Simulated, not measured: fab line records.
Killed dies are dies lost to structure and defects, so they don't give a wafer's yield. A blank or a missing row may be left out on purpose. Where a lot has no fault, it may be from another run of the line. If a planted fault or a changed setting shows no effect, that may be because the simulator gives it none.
Chamber matching + flow nandHarc + NHARC_A_BLC_ALD_23 on aldMetal-01: 4 sister chambers
The step deposits TiN, target thk 3 nm, pulse time 1 s, ald cycles 150. 8 wafers are shown with their chamber, then 7 later ones without.

## EACH WAFER AND ITS CHAMBER
| wafer  | chamber | heaterPowerW (W) | precursorPulseHeightRel |
|--------|---------|------------------|-------------------------|
| L077.3 | 0       | 1079             | 1.049                   |
| L082.6 | 3       | 1181             | 1.006                   |
| L083.1 | 3       | 1206             | 1.024                   |
| L086.2 | 1       | 1048             | 0.987                   |
| L086.4 | 2       | 1120             | 1.036                   |
| L086.6 | 2       | 1152             | 1.001                   |
| L088.2 | 0       | 1041             | 1.015                   |
| L088.4 | 1       | 1050             | 1.009                   |

## WAFERS WHOSE CHAMBER IS MISSING
| wafer  | heaterPowerW (W) | precursorPulseHeightRel |
|--------|------------------|-------------------------|
| L088.5 | 1136             | 0.973                   |
| L094.1 | 1022             | 1.012                   |
| L094.2 | 1079             | 1.011                   |
| L094.4 | 1220             | 0.993                   |
| L097.1 | 1048             | 0.981                   |
| L097.4 | 1126             | 1.007                   |
| L097.5 | 1029             | 0.951                   |

## WHICH CHAMBER EACH ONE RAN IN
| wafer  | from the rows above          | in truth |
|--------|------------------------------|----------|
| L088.5 | can't be placed: 2 or 3      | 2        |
| L094.1 | can't be placed: 1 or 0      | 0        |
| L094.2 | can't be placed: 0 or 1 or 2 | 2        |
| L094.4 | 3                            | 3        |
| L097.1 | can't be placed: 1 or 0      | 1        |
| L097.4 | 2                            | 2        |
| L097.5 | can't be placed: 1 or 0      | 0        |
2 of 7 placed correctly. Cannot be placed on the basis of these rows: 5; the candidates contain the true chamber in 5. Wrongly placed: 0.
How it was worked out, from the rows above alone: a wafer's distance from a chamber is the root of the sum, over the readings, of the square of ((its reading less the chamber's mean) divided by the reading's scatter). The wafer belongs to the nearest chamber; if the next one is less than 2 further off, it can't be placed. A chamber's mean is the mean of its shown wafers. The scatter: take each reading less its chamber's mean, square it, sum over the shown wafers, divide by the number of wafers less the number of chambers, and take the root.
